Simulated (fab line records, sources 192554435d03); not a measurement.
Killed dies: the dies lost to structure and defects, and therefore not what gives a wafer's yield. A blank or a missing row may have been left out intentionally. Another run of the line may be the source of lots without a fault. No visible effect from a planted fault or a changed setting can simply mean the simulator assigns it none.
Split-lot experiment ; flow n5-finfet ; 7 lots, 21 wafers read, on a route of 1938 steps

ON THE SPLIT
At N5_BEOL_M11_PEB_26 (peb time 60 s), the setting peb-time-s was moved away from the recipe's 60 s on 7 of the 21 wafers read, by -8.9% to +21.2%. This setting was run at the recipe's value on the other wafers.

FROM SPLIT TO READING: 1 step shown by the file between the two
- N5_BEOL_M11_DEVELOP_27: develop time 30 s

THE READING
Shown in nm: cd-nm at N5_BEOL_M11_CD_MEAS_28, with target cd 70 nm. Fault-free wafers of this fab line usually give 70.7 nm, standard deviation 1.3 nm.

wafer;tool, chamber at the split;peb-time-s as run, s;against the recipe;cd-nm, nm;against lot-mates on the recipe
L075.1;litho-track-01, 0;60;recipe;72.3;-
L075.5;litho-track-01, 0;66.55;+10.9%;76.0;+3.5
L075.6;litho-track-01, 0;60;recipe;72.7;-
L077.2;litho-track-03, 0;60;recipe;69.9;-
L077.4;litho-track-03, 0;60;recipe;70.2;-
L077.5;litho-track-03, 0;60;recipe;70.1;-
L081.2;litho-track-03, 0;60;recipe;69.3;-
L081.4;litho-track-03, 0;60;recipe;70.1;-
L081.6;litho-track-03, 0;60;recipe;69.2;-
L090.4;litho-track-02, 0;60;recipe;68.7;-
L090.5;litho-track-02, 0;54.64;-8.9%;65.4;-3.3
L090.6;litho-track-02, 0;54.64;-8.9%;67.1;-1.6
L091.3;litho-track-03, 0;60;recipe;69.5;-
L091.5;litho-track-03, 0;60;recipe;69.6;-
L091.6;litho-track-03, 0;64.34;+7.2%;72.2;+2.7
L092.1;litho-track-01, 0;60;recipe;72.2;-
L092.3;litho-track-01, 0;64.48;+7.5%;76.1;+3.6
L092.4;litho-track-01, 0;60;recipe;72.8;-
L093.1;litho-track-03, 0;72.73;+21.2%;76.0;+7.3
L093.3;litho-track-03, 0;60;recipe;68.7;-
L093.6;litho-track-03, 0;72.73;+21.2%;75.7;+7.0

THE FIT
A straight line over all 21 wafers: cd-nm changes by +0.33 nm for each +1% of peb-time-s; r = +0.84; the points scatter about the line by 1.7 nm.
The same after taking each lot's own level away (the mean of its wafers on the recipe; 21 wafers): +0.33 nm for each +1%; r = +0.99; scatter 0.45 nm.
On that fit, the largest move of peb-time-s shifts the reading by 7 nm.
From 68.70 to 72.50 nm: that is the span of the lots' own levels, equal to 2.9 times the standard deviation above.
Hence the lot-to-lot level has little effect on the slope; both slopes agree.
Check: +7.04 nm against its lot-mates is what the line predicts for one of the wafers moved furthest among these (+21.2%) when that wafer is left out of the fit. It came out at +7.3 nm against them.

THE FILE'S OWN FIT
cd-nm changes by +0.341 nm for each +1% of peb-time-s, r = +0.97.
